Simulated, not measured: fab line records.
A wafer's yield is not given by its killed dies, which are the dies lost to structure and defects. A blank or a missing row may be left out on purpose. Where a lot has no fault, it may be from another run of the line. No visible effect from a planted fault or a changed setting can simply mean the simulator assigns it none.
fab line records	flow nand-harc
record: lots: 5	wafers: 15	last-day: 33
route steps=1302 shown A_BLC@1110 END@1302
lots that met no fault: from a run of the same line without faults
start-h: start of the lot's first displayed wafer, in hours after the record's first day	wait-h: hours since the lot's step before	" the same as in the row above	L1.1+2: a single row standing in for several wafers	- no value present, or no start provided	* or withheld: withheld	< > ~ a bound
route shown NAME@n: a module of which the file shows steps, and the number in the route of the first	usual: mean and standard deviation over wafers with no fault	same: alike in all rows	chamber/n: place in a boat	sites: each site's reading	_std_site: their standard deviation	_edge_site: mean of outer sites minus mean of inner sites	radius-mm: for every site, how far away it sits from the centre of the wafer	mask NAME#n: copy n	behind: the last tool/chamber to shape the wafer	hold: what put the lot on hold/how long, in hours/how the hold closed	device: which transistor (n, p or np) failed to switch	end of line: at the end of the route, the tests of the same wafers	where a step has no rows: the recipe by itself	killed: dies lost to structure and defects at the first sort, not the wafer's yield	map: dies across one wafer; x = killed, . = not, _ = none there
set.NAME: setting as actually run; set.NAME@STEP: the setting as run at that earlier step	model.NAME: the simulator's own value behind a step, which no gauge read
lots at selected steps of the route; one table per step, one row per wafer
services: when a tool's chamber went out of use (start-h, in hours from the record's first day, below 0 if earlier), for how many hours, and the reason
== steps ==
step: NHARC_A_BLC_COAT_03
recipe: temp-c: 225	time-s: 65
step: NHARC_A_BLC_COAT_04
recipe: spin-rpm: 1500	resist-thk-nm: 90
step: NHARC_A_BLC_SOFTBAKE_05
recipe: temp-c: 105	time-s: 55
step: NHARC_A_BLC_EBR_06
step: NHARC_A_BLC_EXPOSE_07
recipe: na: 1.35	target-cd-nm: 100	dose-mj: 67.97	mask-id: A_BLC
step: NHARC_A_BLC_PEB_08
recipe: peb-temp-c: 100	peb-time-s: 65
step: NHARC_A_BLC_DEVELOP_09
recipe: develop-time-s: 35	dev-temp-c: 23
step: NHARC_A_BLC_CD_MEAS_10
recipe: target-cd-nm: 100	landing-energy-ev: 500
usual: cd-nm: 100.1/0.53
lot.wafer	tool	chamber	start-h	wait-h	cd-nm
L851.1	cd-sem-02	0	526.29	-	101.1
L851.4	"	0	"	"	100.1
L851.5	"	0	"	"	100.6
L860.1	cd-sem-03	0	616.34	-	99.9
L860.2	"	0	"	"	100.7
L860.3	"	0	"	"	99.4
L870.2	cd-sem-03	0	720.25	-	100.3
L870.3	"	0	"	"	100.1
L870.4	"	0	"	"	99.8
L872.4	cd-sem-03	0	728.26	-	99.9
L872.5	"	0	"	"	100.6
L872.6	"	0	"	"	100.6
L871.2	cd-sem-02	0	729.31	-	100.1
L871.4	"	0	"	"	99.9
L871.5	"	0	"	"	100.3
step: NHARC_A_BLC_OVL_MEAS_11
usual: overlay-x-nm: 0.0/0.68	overlay-y-nm: -0.2/0.98
lot.wafer	tool	chamber	start-h	wait-h	overlay-x-nm	overlay-y-nm
L851.1	overlay-01	-	526.38	-	0.1	-0.8
L851.4	"	-	"	"	-0.4	-0.2
L851.5	"	-	"	"	0.0	-1.0
L860.1	overlay-01	-	616.42	-	-1.1	0.4
L860.2	"	-	"	"	-0.9	-0.3
L860.3	"	-	"	"	-0.9	0.6
L870.2	overlay-02	-	720.34	-	-0.4	-1.3
L870.3	"	-	"	"	-0.1	-1.1
L870.4	"	-	"	"	-0.6	-1.6
L872.4	overlay-01	-	728.34	-	-0.7	-2.1
L872.5	"	-	"	"	-1.0	-2.6
L872.6	"	-	"	"	-1.2	-1.8
L871.2	overlay-02	-	729.40	-	-0.7	-1.6
L871.4	"	-	"	"	-1.1	-1.4
L871.5	"	-	"	"	-0.6	-2.1
step: NHARC_A_BLC_INSPECT_12
usual: raw-defect-count: 91/33
lot.wafer	tool	chamber	start-h	wait-h	raw-defect-count
L851.1	defect-inspect-02	-	526.41	0.0	113
L851.4	"	-	"	"	119
L851.5	"	-	"	"	132
L860.1	defect-inspect-02	-	616.46	0.0	137
L860.2	"	-	"	"	153
L860.3	"	-	"	"	136
L870.2	defect-inspect-02	-	720.38	0.0	101
L870.3	"	-	"	"	112
L870.4	"	-	"	"	115
L872.4	defect-inspect-02	-	728.38	0.0	78
L872.5	"	-	"	"	67
L872.6	"	-	"	"	64
L871.2	defect-inspect-02	-	729.44	0.0	83
L871.4	"	-	"	"	93
L871.5	"	-	"	"	98
step: NHARC_A_BLC_DESCUM_15
recipe: time-s: 3	o2-flow-sccm: 200	ar-flow-sccm: 0	bias-power-w: 0	chemistry: O2
usual: drypump-motor-current-A: 5.6/0.36	oes-product-au: 1.000/0.0089	rf-vpp-V: 57.5/0.89	showerhead-plenum-p-Torr: 1.88/0.087	throttle-valve-pct: 11.311/0.0089
lot.wafer	tool	chamber	start-h	wait-h	drypump-motor-current-A	oes-product-au	rf-hours-counter-h	rf-vpp-V	showerhead-plenum-p-Torr	throttle-valve-pct
L851.4	rie-diel-08	1	526.51	0.1	6.2	0.993	13	57.6	1.78	11.307
L851.1	"	2	"	"	5.4	0.995	10	58.1	1.94	11.309
L851.5	"	1	"	"	6.2	0.997	-	58.0	1.78	11.314
L860.2	rie-diel-01	0	616.53	0.1	5.9	1.003	2	57.0	1.83	11.307
L860.1	"	1	"	"	5.1	0.997	4	56.9	1.80	11.310
L860.3	"	2	"	"	5.4	0.997	4	57.4	1.96	11.309
L870.3	rie-diel-08	0	720.44	0.1	5.2	0.996	14	58.7	2.02	11.310
L870.4	"	1	"	"	6.2	0.993	15	57.3	1.78	11.317
L870.2	"	3	"	"	5.7	1.002	13	58.0	1.78	11.324
L872.4	rie-diel-12	1	728.48	0.1	6.2	0.987	-	57.3	1.90	11.324
L872.6	"	2	"	"	5.6	0.989	-	57.9	1.90	11.303
L872.5	"	0	"	"	6.2	1.016	-	56.3	1.81	11.301
L871.4	rie-diel-01	2	729.50	0.1	5.4	1.004	11	57.4	1.95	11.310
L871.2	"	0	"	"	5.9	0.997	9	56.8	1.82	11.330
L871.5	"	2	"	"	5.5	1.014	-	58.3	1.95	11.307
step: NHARC_A_BLC_ETCH_16
recipe: target-depth-a: 390	over-etch-frac: 0.3	time-s: 65	ion-energy-ev: 80	cf4-flow-sccm: 150	ar-flow-sccm: 0	rf-w: 300	bias-w: 100	chemistry: CF4
usual: drypump-motor-current-A: 5.6/0.35	oes-product-au: 1.001/0.0078	rf-vpp-V: 150.9/1.2	run-length-s: 86.2/0.45	showerhead-plenum-p-Torr: 1.74/0.074	throttle-valve-pct: 13.283/0.0092
lot.wafer	tool	chamber	start-h	wait-h	drypump-motor-current-A	oes-product-au	rf-hours-counter-h	rf-vpp-V	run-length-s	showerhead-plenum-p-Torr	throttle-valve-pct
L851.4	rie-diel-08	0	526.60	0.1	5.2	1.015	13	152.5	86.5	1.87	13.291
L851.1	"	1	"	"	6.2	1.008	13	150.7	85.8	1.65	13.277
L851.5	"	3	"	"	5.7	1.013	-	150.8	85.2	1.65	13.278
L860.1	rie-diel-01	1	616.61	0.1	5.1	0.993	4	150.3	87.1	1.67	13.282
L860.2	"	2	"	"	5.4	1.014	4	152.0	86.3	1.81	13.279
L860.3	"	0	"	"	5.9	1.002	2	149.9	85.9	1.69	13.280
L870.3	rie-diel-08	0	720.53	0.1	5.2	0.998	14	150.9	86.2	1.86	13.291
L870.2	"	1	"	"	6.2	0.993	15	150.7	85.9	1.65	13.279
L870.4	"	2	"	"	5.4	0.983	14	151.6	86.4	1.79	13.281
L872.4	rie-diel-12	2	728.57	0.1	5.6	0.998	-	151.2	85.7	1.76	13.291
L872.5	"	0	"	"	6.2	1.015	-	149.9	86.4	1.68	13.284
L872.6	"	1	"	"	6.2	1.000	-	150.9	85.9	1.76	13.290
L871.2	rie-diel-01	2	729.58	0.1	5.5	1.006	11	152.3	85.9	1.80	13.294
L871.4	"	1	"	"	5.2	1.003	10	149.4	87.1	1.67	13.308
L871.5	"	3	"	"	5.8	0.994	-	151.7	85.9	1.77	13.270
step: NHARC_A_BLC_ETCH_17
recipe: target-depth-a: 3900	over-etch-frac: 0.25	time-s: 609.38	ion-energy-ev: 200	n2-flow-sccm: 150	h2-flow-sccm: 150	ar-flow-sccm: 0	rf-w: 400	bias-w: 150	chemistry: N2/H2
usual: drypump-motor-current-A: 5.6/0.35	oes-product-au: 1.000/0.009	rf-vpp-V: 429.6/2.7	run-length-s: 630.5/0.45	showerhead-plenum-p-Torr: 2.01/0.094	throttle-valve-pct: 14.171/0.0091
lot.wafer	tool	chamber	start-h	wait-h	drypump-motor-current-A	oes-product-au	rf-hours-counter-h	rf-vpp-V	run-length-s	showerhead-plenum-p-Torr	throttle-valve-pct	model.A_BLC.cd-nm
L851.1	rie-diel-08	0	526.72	-	5.2	1.013	13	433.7	630.6	2.16	14.168	100.3
L851.4	"	1	"	"	6.2	1.007	13	426.6	630.0	1.89	14.172	101.7
L851.5	"	0	"	"	5.2	1.011	-	432.6	630.5	2.16	14.179	102.2
L860.1	rie-diel-01	0	616.74	-	5.9	1.005	3	427.6	464.2	1.94	14.168	102.2
L860.3	"	1	"	"	5.1	0.993	4	429.2	631.3	1.92	14.179	99.76
L860.2	"	2	"	"	5.5	1.010	4	431.5	630.3	2.09	14.182	100.6
L870.2	rie-diel-08	1	720.61	-	6.2	1.002	16	425.6	630.3	1.89	14.183	102.9
L870.4	"	2	"	"	5.4	0.995	14	430.7	630.7	2.07	14.159	102.2
L870.3	"	3	"	"	5.7	0.998	13	427.3	629.6	1.89	14.166	99.43
L872.4	rie-diel-12	2	728.83	-	5.6	0.993	-	430.6	630.3	2.02	14.168	100.5
L872.6	"	0	"	"	6.2	1.017	-	427.1	630.4	1.93	14.149	98.91
L872.5	"	1	"	"	6.2	0.998	-	428.8	630.8	2.02	14.179	101.8
L871.4	rie-diel-01	2	729.67	-	5.4	1.012	11	430.3	630.5	2.08	14.161	98.61
L871.2	"	0	"	"	5.9	0.997	9	427.8	630.3	1.94	14.169	100.2
L871.5	"	3	"	"	5.7	1.008	-	430.3	630.7	2.05	14.154	101.6
step: NHARC_A_BLC_ETCH_18
recipe: target-depth-a: 9100	c4f8-flow-sccm: 20	o2-flow-sccm: 10	ar-flow-sccm: withheld	rf-w: 600	bias-w: 1500	chemistry: C4F8/O2/Ar
usual: oes-product-au: 0.951/0.021	rf-vpp-V: 976/5.9
lot.wafer	tool	chamber	start-h	wait-h	oes-product-au	rf-hours-counter-h	rf-vpp-V
L851.4	rie-diel-08	3	-	-	0.927	12	969
L851.1	"	1	"	"	0.936	13	969
L851.5	"	3	"	"	0.933	-	969
L860.3	rie-diel-01	3	-	-	0.932	5	978
L860.2	"	0	"	"	0.934	3	971
L860.1	"	2	"	"	0.937	5	980
L870.2	rie-diel-08	2	-	-	0.961	15	980
L870.3	"	3	"	"	0.979	13	967
L870.4	"	1	"	"	0.959	16	969
L872.6	rie-diel-12	0	-	-	0.943	-	971
L872.4	"	1	"	"	0.936	-	978
L872.5	"	2	"	"	0.927	-	976
L871.4	rie-diel-01	1	-	-	0.974	10	971
L871.2	"	3	"	"	0.964	12	978
L871.5	"	1	"	"	0.972	-	971
step: NHARC_END_SORT_01
recipe: temp-c: 25
usual: killed-at-array: 65/19	killed-at-other: 0.9/1.1	killed-at-periphery: 3.5/2.3	killed-dies: 69/19	killed-open: 3.2/1.8	killed-short: 2.4/1.5
same: gross-dies: 677
lot.wafer	tool	chamber	start-h	wait-h	killed-at-array	killed-at-other	killed-at-periphery	killed-dies	killed-open	killed-short
L860.1	prober-02	0	662.05	2.5	674	0	3	677	2	1
L872.4	prober-01	0	774.53	3.4	54	3	6	63	2	1
L872.5	prober-01	0	775.33	3.7	51	1	4	56	2	2
killed by level:class
L860.1 A_BLC:area-etch=572 A_SLIT:chamber-film-flake=36 A_CHANNEL_HOLE_D1:chamber-film-flake=31 A_CHANNEL_HOLE_D2:chamber-film-flake=22 A_CONTACT:chamber-film-flake=5 P_GATE:chamber-film-flake=2 A_ZERO_WELL:chamber-film-flake=2 A_CHANNEL_HOLE_D1:geometric-particle:open=1
L872.4 A_CHANNEL_HOLE_D2:chamber-film-flake=29 A_CHANNEL_HOLE_D1:chamber-film-flake=13 A_SLIT:chamber-film-flake=6 THIN_TSV:chamber-film-flake=3 P_GATE:chamber-film-flake=2 P_BONDPAD:chamber-film-flake=2 A_STAIRCASE:chamber-film-flake=2 A_CONTACT:chamber-film-flake=2
L872.5 A_CHANNEL_HOLE_D2:chamber-film-flake=22 A_CHANNEL_HOLE_D1:chamber-film-flake=15 A_STAIRCASE:chamber-film-flake=5 A_SLIT:chamber-film-flake=3 A_ONON_D1:geometric-particle:short=1 A_DECK1_JOINT:geometric-particle:open=1 A_STAIRCASE:geometric-particle:open=1 A_WL_FILL:geometric-particle:short=1
map L860.1 (x killed, . not)
____________x____________
_________xxxxxxx_________
_______xxxxxxxxxxx_______
______xxxxxxxxxxxxx______
_____xxxxxxxxxxxxxxx_____
____xxxxxxxxxxxxxxxxx____
____xxxxxxxxxxxxxxxxx____
___xxxxxxxxxxxxxxxxxxx___
___xxxxxxxxxxxxxxxxxxx___
__xxxxxxxxxxxxxxxxxxxxx__
__xxxxxxxxxxxxxxxxxxxxx__
_xxxxxxxxxxxxxxxxxxxxxxx_
_xxxxxxxxxxxxxxxxxxxxxxx_
_xxxxxxxxxxxxxxxxxxxxxxx_
_xxxxxxxxxxxxxxxxxxxxxxx_
_xxxxxxxxxxxxxxxxxxxxxxx_
xxxxxxxxxxxxxxxxxxxxxxxxx
xxxxxxxxxxxxxxxxxxxxxxxxx
xxxxxxxxxxxxxxxxxxxxxxxxx
xxxxxxxxxxxxxxxxxxxxxxxxx
xxxxxxxxxxxxxxxxxxxxxxxxx
_xxxxxxxxxxxxxxxxxxxxxxx_
_xxxxxxxxxxxxxxxxxxxxxxx_
_xxxxxxxxxxxxxxxxxxxxxxx_
_xxxxxxxxxxxxxxxxxxxxxxx_
_xxxxxxxxxxxxxxxxxxxxxxx_
__xxxxxxxxxxxxxxxxxxxxx__
__xxxxxxxxxxxxxxxxxxxxx__
___xxxxxxxxxxxxxxxxxxx___
___xxxxxxxxxxxxxxxxxxx___
____xxxxxxxxxxxxxxxxx____
____xxxxxxxxxxxxxxxxx____
_____xxxxxxxxxxxxxxx_____
______xxxxxxxxxxxxx______
_______xxxxxxxxxxx_______
_________xxxxxxx_________
____________x____________
map L871.5 (x killed, . not)
____________.____________
_________......._________
_______..........._______
______.............______
_____..............._____
____.......x.........____
____.................____
___.......x......x....___
___...................___
__..........x..........__
__.........x...........__
_.........x............._
_........xxx.x.........._
_.......x..xxxx........._
_......xx.xxxxx....x...._
_.......xxxxxx...x..x..._
.x.......xxxxx.....x.....
........x.xxx..x.x.x...x.
..xx....x.xxxxx..xxx.....
.........x..x.x...xx.xx..
.x...............x.......
_................x..xx.._
_..................x...._
_.................xx...._
_..................x..x._
_...........x..........._
__............x....x...__
__.....................__
___...................___
___......x............___
____.........x.......____
____.................____
_____..............._____
______.............______
_______........x.._______
_________......._________
____________.____________
== services ==
tool	chamber	start-h	hours	kind
rie-diel-01	0	512.32	-	clean
rie-diel-01	1	512.32	-	clean
rie-diel-01	2	512.32	-	clean
rie-diel-01	3	512.32	-	clean
rie-diel-08	0	523.90	-	clean
rie-diel-08	1	523.90	-	clean
rie-diel-08	2	523.90	-	clean
rie-diel-08	3	523.90	-	clean
rie-diel-12	-	536.03	2.2	repair
rie-diel-01	0	536.82	-	clean
rie-diel-01	1	536.82	-	clean
rie-diel-01	2	536.82	-	clean
rie-diel-01	3	536.82	-	clean
rie-diel-08	-	544.90	9.0	pm
rie-diel-08	0	544.90	9.0	vent-cycle
rie-diel-01	-	557.80	9.0	pm
rie-diel-01	0	568.42	15.4	repair
rie-diel-12	2	569.33	2.6	repair
rie-diel-12	-	624.49	9.0	pm
rie-diel-08	2	669.46	1.4	repair
rie-diel-01	0	678.02	2.4	repair
rie-diel-01	1	693.36	6.1	repair
rie-diel-12	3	715.63	14.8	repair
rie-diel-08	-	721.90	9.0	pm
== key ==
first-sign: step: NHARC_A_BLC_ETCH_17	reading: run-length-s	direction: down	sigmas: 99+	usual: *	struck: *
effect: step: NHARC_END_SORT_01	reading: killed-at-array	direction: up	sigmas: 32	usual: 65	struck: 674
model-effect: step: NHARC_A_BLC_ETCH_17	value: A_BLC.cd-nm	without: 99.71	struck: 102.2
more-kills-born-at: NHARC_A_BLC_ETCH_17@rie-diel-01: 572
met-at NHARC_A_BLC_ETCH_17
struck-wafers L860.1
later-rows-left-out L860.1
tester-left-out L860
fault: kind: process-parameter-drift	tool: rie-diel-01	chamber: 0	onset-h: 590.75	steps: NHARC_A_BLC_ETCH_17	channel: time-s	offset: *	shape: step	end-h: 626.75	acts-in: *	stated: *
tester-left-out: of these lots the tester's yield and bins aren't shown, on N5 and GAA mostly nor the transistor test; their killed dies are dies lost to structure and defects alone, not to doping, threshold or leakage, so they don't give the yield
later-rows-left-out: the simulator's readings of these wafers behind a module that went badly wrong aren't trusted and aren't shown, but for the sort
